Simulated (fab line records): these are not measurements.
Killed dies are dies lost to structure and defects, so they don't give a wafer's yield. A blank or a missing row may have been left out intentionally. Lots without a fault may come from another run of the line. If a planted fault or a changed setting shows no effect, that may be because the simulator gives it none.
Which tool is to blame? || flow n5_finfet || 30 wafers from 10 lots sampled at 2 of the route's 1938 steps

## WHAT THE GAUGES READ, wafer by wafer
N5_BEOL_M4_RC_MEAS_101.
{"lot": "L944", "measured": "day 8 14:13", "on": "prober-02", "DIBL_N (mV/V)": "32.8 35.9 34.4", "DIBL_P (mV/V)": "32.8 35.1 32.9", "IOFF_N (nA/um)": "0.12 0.16 0.14", "IOFF_P (nA/um)": "0.17 0.20 0.17", "ION_N (uA/um)": "660 663 652", "ION_P (uA/um)": "454 454 446", "SS_N (mV/dec)": "70.6 71.8 71.6", "SS_P (mV/dec)": "72.8 72.8 72.2", "VT_N (mV)": "255 250 252", "VT_P (mV)": "-252 -252 -251"}
{"lot": "L952", "measured": "day 10 15:55", "on": "prober-01", "DIBL_N (mV/V)": "36.1 34.8 35.1", "DIBL_P (mV/V)": "35.3 34.0 34.4", "IOFF_N (nA/um)": "0.15 0.13 0.14", "IOFF_P (nA/um)": "0.22 0.19 0.19", "ION_N (uA/um)": "668 656 665", "ION_P (uA/um)": "466 457 459", "SS_N (mV/dec)": "71.4 70.9 71.9", "SS_P (mV/dec)": "72.6 71.8 72.7", "VT_N (mV)": "250 253 252", "VT_P (mV)": "-246 -252 -249"}
{"lot": "L954", "measured": "day 11 09:40", "on": "prober-02", "DIBL_N (mV/V)": "34.9 35.7 36.9", "DIBL_P (mV/V)": "35.1 34.9 37.2", "IOFF_N (nA/um)": "0.13 0.14 0.17", "IOFF_P (nA/um)": "0.16 0.16 0.19", "ION_N (uA/um)": "673 672 686", "ION_P (uA/um)": "455 454 459", "SS_N (mV/dec)": "70.6 71.3 71.6", "SS_P (mV/dec)": "73.0 73.2 74.1", "VT_N (mV)": "251 253 250", "VT_P (mV)": "-256 -256 -251"}
{"lot": "L955", "measured": "day 11 09:52", "on": "prober-01", "DIBL_N (mV/V)": "38.3 38.2 35.9", "DIBL_P (mV/V)": "38.9 39.0 36.5", "IOFF_N (nA/um)": "0.21 0.21 0.16", "IOFF_P (nA/um)": "0.27 0.26 0.21", "ION_N (uA/um)": "691 691 681", "ION_P (uA/um)": "467 470 467", "SS_N (mV/dec)": "71.7 71.4 71.6", "SS_P (mV/dec)": "74.6 74.2 72.9", "VT_N (mV)": "247 246 251", "VT_P (mV)": "-247 -248 -250"}
{"lot": "L957", "measured": "day 11 13:01", "on": "prober-01", "DIBL_N (mV/V)": "36.7 37.6 36.9", "DIBL_P (mV/V)": "36.8 36.9 36.5", "IOFF_N (nA/um)": "0.14 0.18 0.15", "IOFF_P (nA/um)": "0.19 0.19 0.18", "ION_N (uA/um)": "664 671 660", "ION_P (uA/um)": "454 455 456", "SS_N (mV/dec)": "71.6 72.4 71.9", "SS_P (mV/dec)": "73.0 72.8 72.7", "VT_N (mV)": "251 248 252", "VT_P (mV)": "-253 -251 -252"}
{"lot": "L956", "measured": "day 11 17:23", "on": "prober-01", "DIBL_N (mV/V)": "37.3 37.9 37.8", "DIBL_P (mV/V)": "36.8 35.9 35.7", "IOFF_N (nA/um)": "0.18 0.20 0.18", "IOFF_P (nA/um)": "0.24 0.23 0.22", "ION_N (uA/um)": "676 685 681", "ION_P (uA/um)": "465 468 466", "SS_N (mV/dec)": "71.6 71.9 71.8", "SS_P (mV/dec)": "73.5 73.4 72.5", "VT_N (mV)": "246 246 247", "VT_P (mV)": "-248 -250 -250"}
{"lot": "L958", "measured": "day 12 06:56", "on": "prober-02", "DIBL_N (mV/V)": "38.5 35.0 32.8", "DIBL_P (mV/V)": "38.0 34.8 32.0", "IOFF_N (nA/um)": "0.19 0.13 0.11", "IOFF_P (nA/um)": "0.24 0.20 0.16", "ION_N (uA/um)": "676 654 660", "ION_P (uA/um)": "466 458 455", "SS_N (mV/dec)": "71.9 71.2 70.6", "SS_P (mV/dec)": "73.7 72.8 72.6", "VT_N (mV)": "248 252 253", "VT_P (mV)": "-249 -252 -255"}
{"lot": "L959", "measured": "day 12 15:16", "on": "prober-02", "DIBL_N (mV/V)": "36.3 34.8 37.2", "DIBL_P (mV/V)": "35.0 33.8 35.8", "IOFF_N (nA/um)": "0.17 0.13 0.18", "IOFF_P (nA/um)": "0.26 0.23 0.26", "ION_N (uA/um)": "681 668 681", "ION_P (uA/um)": "470 469 471", "SS_N (mV/dec)": "71.5 71.8 71.3", "SS_P (mV/dec)": "72.7 72.6 73.8", "VT_N (mV)": "247 254 247", "VT_P (mV)": "-245 -245 -245"}
{"lot": "L961", "measured": "day 13 01:27", "on": "prober-01", "DIBL_N (mV/V)": "35.4 37.0 35.2", "DIBL_P (mV/V)": "37.3 37.7 37.1", "IOFF_N (nA/um)": "0.16 0.17 0.15", "IOFF_P (nA/um)": "0.21 0.22 0.21", "ION_N (uA/um)": "681 682 682", "ION_P (uA/um)": "464 465 461", "SS_N (mV/dec)": "71.1 70.8 71.0", "SS_P (mV/dec)": "73.6 73.7 73.0", "VT_N (mV)": "248 248 250", "VT_P (mV)": "-250 -249 -249"}
{"lot": "L962", "measured": "day 13 05:11", "on": "prober-02", "DIBL_N (mV/V)": "35.5 32.0 35.6", "DIBL_P (mV/V)": "34.9 30.8 34.9", "IOFF_N (nA/um)": "0.14 0.10 0.14", "IOFF_P (nA/um)": "0.19 0.14 0.20", "ION_N (uA/um)": "673 651 667", "ION_P (uA/um)": "462 452 462", "SS_N (mV/dec)": "72.0 69.8 71.3", "SS_P (mV/dec)": "73.8 72.5 73.7", "VT_N (mV)": "254 255 255", "VT_P (mV)": "-250 -255 -251"}

N5_BEOL_M11_INSPECT_30: inspects for defects (brightfield).
{"lot": "L944", "measured": "day 10 19:48", "on": "defect_inspect-01", "raw_defect_count": "503 520 469"}
{"lot": "L952", "measured": "day 12 23:42", "on": "defect_inspect-01", "raw_defect_count": "393 401 351"}
{"lot": "L954", "measured": "day 13 23:01", "on": "defect_inspect-02", "raw_defect_count": "215 240 286"}
{"lot": "L955", "measured": "day 13 19:11", "on": "defect_inspect-01", "raw_defect_count": "479 361 523"}
{"lot": "L957", "measured": "day 13 23:44", "on": "defect_inspect-01", "raw_defect_count": "429 465 515"}
{"lot": "L956", "measured": "day 14 01:36", "on": "defect_inspect-02", "raw_defect_count": "353 500 400"}
{"lot": "L958", "measured": "day 14 16:07", "on": "defect_inspect-01", "raw_defect_count": "297 565 493"}
{"lot": "L959", "measured": "day 15 01:23", "on": "defect_inspect-02", "raw_defect_count": "357 290 354"}
{"lot": "L961", "measured": "day 15 15:56", "on": "defect_inspect-01", "raw_defect_count": "509 490 495"}
{"lot": "L962", "measured": "day 15 18:29", "on": "defect_inspect-01", "raw_defect_count": "408 459 387"}

## TOOL THAT RAN EACH LOT (tool first, then ch and the chambers of the sampled wafers, then the start)
There is no process step in the record ahead of these readings.

## WHAT THE TOOLS THEMSELVES READ (means of the sampled wafers that have a number; where no wafer has one, the mark that the record gives instead)
The record holds no such reading with a usual standard deviation.

## THE ANSWER, worked out from the rows above alone
Rule: what is usual is taken from the lots themselves. Put in order of their means at a reading, lots are off if they are a third of the lots or fewer, leave a main group of 4 or more, and stand apart from it by a gap of 3 or more times the standard deviation of the main group's means; of several such gaps the widest counts. A main group is skipped when, at the precision printed for the reading in the tables above, its means are all equal. A lot without any number at a reading at which 4 lots or more have one is off too. All remaining lots with rows at the step are treated as sound. Order of review: gauges by route order, followed by the tools' own readings, for which a lot's mean as printed above is used. The first step at which some lot is off is used, and at that step the reading that is off furthest; a lot without a number counts as furthest.
None of the lots is off at any reading shown; this tells nothing.

## WHAT THE SIMULATOR HAD INSERTED
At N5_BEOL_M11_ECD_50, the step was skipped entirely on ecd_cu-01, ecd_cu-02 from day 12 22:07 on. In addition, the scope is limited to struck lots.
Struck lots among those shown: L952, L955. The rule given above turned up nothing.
